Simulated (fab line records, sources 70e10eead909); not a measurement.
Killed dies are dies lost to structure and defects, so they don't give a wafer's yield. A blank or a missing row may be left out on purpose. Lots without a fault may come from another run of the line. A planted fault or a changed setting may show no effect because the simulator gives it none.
A struck lot beside a sound one | flow nand_harc | 41 steps out of a route of 1159
Sound: wafers L811.4, L811.5, L811.6. Struck: wafer L823.3. (L823.1, L823.2 of the same lot were not struck and are left out.) The cause comes at the end.
At each step with rows: each side's tool, then ch and its chambers, then its first start. Under that, the readings that differ: sound wafers | struck wafers | difference of the means | sigmas: that difference in standard deviations of wafers without a fault.
alike: readings whose means differ by less than 2 such deviations, and words and numbers that are the same on both sides. not compared: withheld readings, readings that some wafer has no value for, bounds like >300 that may hide the same value, and numbers for which the record gives no deviation and whose values overlap.
The two part at a step that has a row with sigmas, a row that says differs or no value, or rows on one side only. Numbers that don't overlap but have no deviation are shown without sigmas and don't part them. A reading that every wafer of one side lacks parts them only if that side has two wafers or more.

NHARC_A_M0_CD_MEAS_09: target cd 80 nm.
  sound on cd_sem-03 ch 0, day 17 16:34; struck on cd_sem-03 ch 0, day 20 17:59
  alike: cd_nm
NHARC_A_M0_OVL_MEAS_10: pitch 160 nm.
  sound on overlay-02, day 17 16:39; struck on overlay-02, day 20 18:05
  alike: overlay_x_nm, overlay_y_nm
NHARC_A_M0_INSPECT_11:
  sound on defect_inspect-02, day 17 16:41; struck on defect_inspect-02, day 20 18:07
  alike: raw_defect_count
NHARC_A_M0_DESCUM_14: chemistry O2, time 3 s.
  sound on rie_diel-09 ch 0,3, day 17 16:46; struck on rie_diel-09 ch 0, day 20 18:11
  alike: drypump_motor_current_A, oes_product_au, rf_vpp_V, showerhead_plenum_p_Torr, throttle_valve_pct
  not compared: rf_hours_counter_h
then, 1 step without rows for these wafers: NHARC_A_M0_ETCH_34 (etches the open film in N2/H2, target depth 40 nm, overetch 12 nm, time 43.94 s).
NHARC_A_M0_ETCH_15: etches the open film in C4F8/Ar, target depth 150 nm, overetch 15 nm, time 82.5 s.
  sound on rie_diel-09 ch 1,2,3; struck on rie_diel-09 ch 3
  alike: oes_product_au, rf_vpp_V
  not compared: rf_hours_counter_h
NHARC_A_M0_CD_MEAS_16:
  sound on cd_sem-01, day 17 17:04; struck on cd_sem-01, day 20 18:29
  alike: cd_nm
then, 4 steps without rows for these wafers: NHARC_A_M0_STRIP_18 (strips in N2/H2); NHARC_A_M0_STRIP_19 (strips in post etch residue remover, time 600 s); NHARC_A_M0_DEGAS_28 (time 60 s); NHARC_A_M0_PRE_CLEAN_29 (time 30 s).
NHARC_A_M0_PVD_20: deposits TaN, target thk 5 nm, time 8.06 s.
  sound on pvd_sputter-01; struck on pvd_sputter-01
  alike: throttle_valve_pct
NHARC_A_M0_PVD_21: deposits Cu, target thk 30 nm, time 20.49 s.
  sound on pvd_sputter-01, day 17 18:15; struck on pvd_sputter-01, day 20 19:22
  reading                | sound          | struck | difference | sigmas
  throttle_valve_pct (%) | 32.1 30.8 32.2 | 29.9   | -1.8       | -2
then, 1 step without rows for these wafers: NHARC_A_M0_ECD_22 (material Cu, target thk 400 nm).
NHARC_A_M0_ANNEAL_30: time 90 s.
  sound on rtp_anneal-01 ch 0, day 17 18:55; struck on rtp_anneal-01 ch 0, day 20 19:52
  alike: wafer_temp_C_max
then, 2 steps without rows for these wafers: NHARC_A_M0_CMP_23 (polishes, t overpolish 20 s, target thk 113.75 nm); NHARC_A_M0_SRD_25.
NHARC_A_M0_INSPECT_27:
  sound on defect_inspect-02, day 17 19:35; struck on defect_inspect-01, day 20 20:41
  alike: raw_defect_count
then, 1 step without rows for these wafers: NHARC_A_M0_PRE_CLEAN_31 (time 12 s).
NHARC_A_M0_DEP_32: deposits SiCN, target thk 30 nm.
  sound on pecvd-02 ch 0,1,2, day 17 19:51; struck on pecvd-01 ch 1, day 20 21:02
  alike: heater_power_w
then, 10 steps without rows for these wafers: NHARC_A_M1_DEP_00 (deposits SiOC, target thk 182.5 nm); NHARC_A_M1_DEHYDRATE_01 (time 120 s); NHARC_A_M1_HMDS_02 (time 30 s); NHARC_A_M1_COAT_34 (time 65 s); NHARC_A_M1_COAT_03 (resist thk 90 nm); NHARC_A_M1_SOFTBAKE_04 (time 55 s); NHARC_A_M1_EBR_05; NHARC_A_M1_EXPOSE_06 (exposes mask A M1, target cd 120 nm); NHARC_A_M1_PEB_07 (peb time 65 s); NHARC_A_M1_DEVELOP_08 (develop time 35 s).
NHARC_A_M1_CD_MEAS_09: target cd 120 nm.
  the record has rows for the sound wafers here (cd_sem-03 ch 0, day 17 21:02) and none for the struck ones
NHARC_A_M1_OVL_MEAS_10: pitch 240 nm.
  the record has rows for the sound wafers here (overlay-01, day 17 21:07) and none for the struck ones
NHARC_A_M1_INSPECT_11:
  the record has rows for the sound wafers here (defect_inspect-02, day 17 21:09) and none for the struck ones
then, 3 steps without rows for these wafers: NHARC_A_M1_DESCUM_14 (chemistry O2, time 3 s); NHARC_A_M1_ETCH_35 (etches the open film in N2/H2, target depth 40 nm, overetch 12 nm, time 43.94 s); NHARC_A_M1_ETCH_15 (etches the open film in C4F8/Ar, target depth 182.5 nm, time 91.2 s).
NHARC_A_M1_CD_MEAS_16:
  the record has rows for the sound wafers here (cd_sem-01, day 17 21:32) and none for the struck ones
then, 3 steps without rows for these wafers: NHARC_A_M1_STRIP_18 (strips in N2/H2); NHARC_A_M1_ETCH_28 (etches the open film in CF4/N2, target depth 30 nm, time 72.99 s); NHARC_A_M1_STRIP_19 (strips in post etch residue remover, time 600 s).
NHARC_END_SORT_01:
  sound on prober-01 ch 0, day 19 13:42; struck on prober-01 ch 0, day 22 09:52
  reading                  | sound          | struck                   | difference                   | sigmas
  hold                     | - - -          | await_dispo/3.3h/release | no value on the sound wafers |
  defect_limited_yield (%) | 95.0 95.0 95.6 | 0                        | -95                          | -68
  killed_at_array          | 31 33 29       | 676                      | +645                         | +70
  killed_dies              | 34 34 30       | 677                      | +644                         | +67
  sort_bin_2_pct (%)       | 2.1 1.5 0.9    | 97.6                     | +96.1                        | +99 or more
  sort_n_pass              | 643 643 647    | 0                        | -644                         | -67
  sort_rim_yield_pct (%)   | 93 91 94       | 0                        | -93                          | -31
  sort_yield_pct (%)       | 95.0 95.0 95.6 | 0                        | -95                          | -68
  alike: killed_at_other, killed_at_periphery, killed_open, killed_short, sort_bin_3_pct, sort_bin_4_pct

WHERE THEY PART
First at NHARC_A_M0_PVD_21; last, within this record, at NHARC_END_SORT_01.

WHY: what the simulator had put in
Process parameter drift: pvd_sputter-01, from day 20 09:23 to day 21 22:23, at NHARC_A_M0_PVD_21. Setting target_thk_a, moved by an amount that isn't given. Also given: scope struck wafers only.
